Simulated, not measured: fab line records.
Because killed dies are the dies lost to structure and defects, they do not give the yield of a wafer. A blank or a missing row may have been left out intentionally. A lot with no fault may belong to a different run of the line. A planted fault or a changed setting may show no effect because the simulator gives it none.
Chamber matching :: flow nand_harc :: cmp-04 running NHARC_A_WL_FILL_CMP_12: 4 sister chambers
The step polishes, t overpolish 30 s, target thk 100 nm. 16 wafers are shown with their chamber, then 8 later ones without.

EACH WAFER AND ITS CHAMBER
wafer: L074.2
chamber: 0
motor_current_A (A): 11.8
time_to_endpoint_s (s): 17.0
overpolish_run_s (s): 29.988

wafer: L074.5
chamber: 1
motor_current_A (A): 14.1
time_to_endpoint_s (s): 17.6
overpolish_run_s (s): 30.004

wafer: L074.6
chamber: 0
motor_current_A (A): 12.1
time_to_endpoint_s (s): 16.9
overpolish_run_s (s): 29.984

wafer: L076.2
chamber: 2
motor_current_A (A): 14.4
time_to_endpoint_s (s): 18.2
overpolish_run_s (s): 29.985

wafer: L076.4
chamber: 0
motor_current_A (A): 13.0
time_to_endpoint_s (s): 15.9
overpolish_run_s (s): 30.007

wafer: L076.5
chamber: 0
motor_current_A (A): 12.6
time_to_endpoint_s (s): 18.3
overpolish_run_s (s): 30.012

wafer: L080.1
chamber: 3
motor_current_A (A): 12.0
time_to_endpoint_s (s): 15.5
overpolish_run_s (s): 29.998

wafer: L080.2
chamber: 1
motor_current_A (A): 14.0
time_to_endpoint_s (s): 18.9
overpolish_run_s (s): 29.998

wafer: L080.5
chamber: 1
motor_current_A (A): 13.6
time_to_endpoint_s (s): 21.4
overpolish_run_s (s): 30.003

wafer: L082.1
chamber: 3
motor_current_A (A): 11.6
time_to_endpoint_s (s): 16.2
overpolish_run_s (s): 30.000

wafer: L082.2
chamber: 2
motor_current_A (A): 13.9
time_to_endpoint_s (s): 17.8
overpolish_run_s (s): 30.001

wafer: L082.6
chamber: 2
motor_current_A (A): 13.4
time_to_endpoint_s (s): 18.3
overpolish_run_s (s): 29.996

wafer: L087.2
chamber: 3
motor_current_A (A): 12.0
time_to_endpoint_s (s): 21.6
overpolish_run_s (s): 29.988

wafer: L087.3
chamber: 1
motor_current_A (A): 14.0
time_to_endpoint_s (s): 21.6
overpolish_run_s (s): 29.983

wafer: L087.5
chamber: 3
motor_current_A (A): 11.7
time_to_endpoint_s (s): 19.7
overpolish_run_s (s): 29.992

wafer: L090.2
chamber: 3
motor_current_A (A): 11.8
time_to_endpoint_s (s): 21.2
overpolish_run_s (s): 29.999

SIGNATURES, as means of the wafers listed above
reading: motor_current_A
chamber 0: 12.375
chamber 1: 13.925
chamber 2: 13.900
chamber 3: 11.820
scatter within a chamber: 0.368

reading: time_to_endpoint_s
chamber 0: 17.025
chamber 1: 19.875
chamber 2: 18.100
chamber 3: 18.840
scatter within a chamber: 1.97

reading: overpolish_run_s
chamber 0: 29.99775
chamber 1: 29.99700
chamber 2: 29.99400
chamber 3: 29.99540
scatter within a chamber: 0.00956
Rule: a wafer lies at a distance from a chamber equal to the root of the sum of squares, over the readings, of (its reading less the chamber's mean, divided by the reading's scatter). If the next closest chamber is less than 2 further off than the closest, the wafer can't be placed; otherwise it belongs to the closest. The scatter: take each reading less its chamber's mean, square it, sum over the shown wafers, divide by the number of wafers less the number of chambers, and take the root.

WAFERS WITH NO CHAMBER GIVEN
wafer: L090.3
motor_current_A (A): 14.4
time_to_endpoint_s (s): 21.4
overpolish_run_s (s): 29.987

wafer: L090.6
motor_current_A (A): 12.3
time_to_endpoint_s (s): 20.7
overpolish_run_s (s): 29.996

wafer: L091.1
motor_current_A (A): 14.0
time_to_endpoint_s (s): 23.7
overpolish_run_s (s): 29.999

wafer: L091.4
motor_current_A (A): 13.1
time_to_endpoint_s (s): 26.3
overpolish_run_s (s): 30.009

wafer: L091.5
motor_current_A (A): 14.4
time_to_endpoint_s (s): 22.2
overpolish_run_s (s): 29.997

wafer: L094.2
motor_current_A (A): 13.6
time_to_endpoint_s (s): 21.0
overpolish_run_s (s): 30.011

wafer: L094.4
motor_current_A (A): 12.3
time_to_endpoint_s (s): 22.6
overpolish_run_s (s): 29.996

wafer: L094.5
motor_current_A (A): 13.1
time_to_endpoint_s (s): 22.9
overpolish_run_s (s): 29.996

CHAMBER TAKEN BY EACH
wafer: L090.3
from the rows above: can't be placed: 1 or 2
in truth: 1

wafer: L090.6
from the rows above: can't be placed: 3 or 0
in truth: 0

wafer: L091.1
from the rows above: can't be placed: 1 or 2
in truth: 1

wafer: L091.4
from the rows above: can't be placed: 1 or 2 or 0 or 3
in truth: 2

wafer: L091.5
from the rows above: can't be placed: 1 or 2
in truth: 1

wafer: L094.2
from the rows above: can't be placed: 1 or 2
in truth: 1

wafer: L094.4
from the rows above: can't be placed: 3 or 0
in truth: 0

wafer: L094.5
from the rows above: can't be placed: 1 or 2 or 0 or 3
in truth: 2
Placed correctly: 0 of 8. Cannot be placed on the basis of these rows: 8; the candidates contain the true chamber in 8. Placed wrongly: 0.
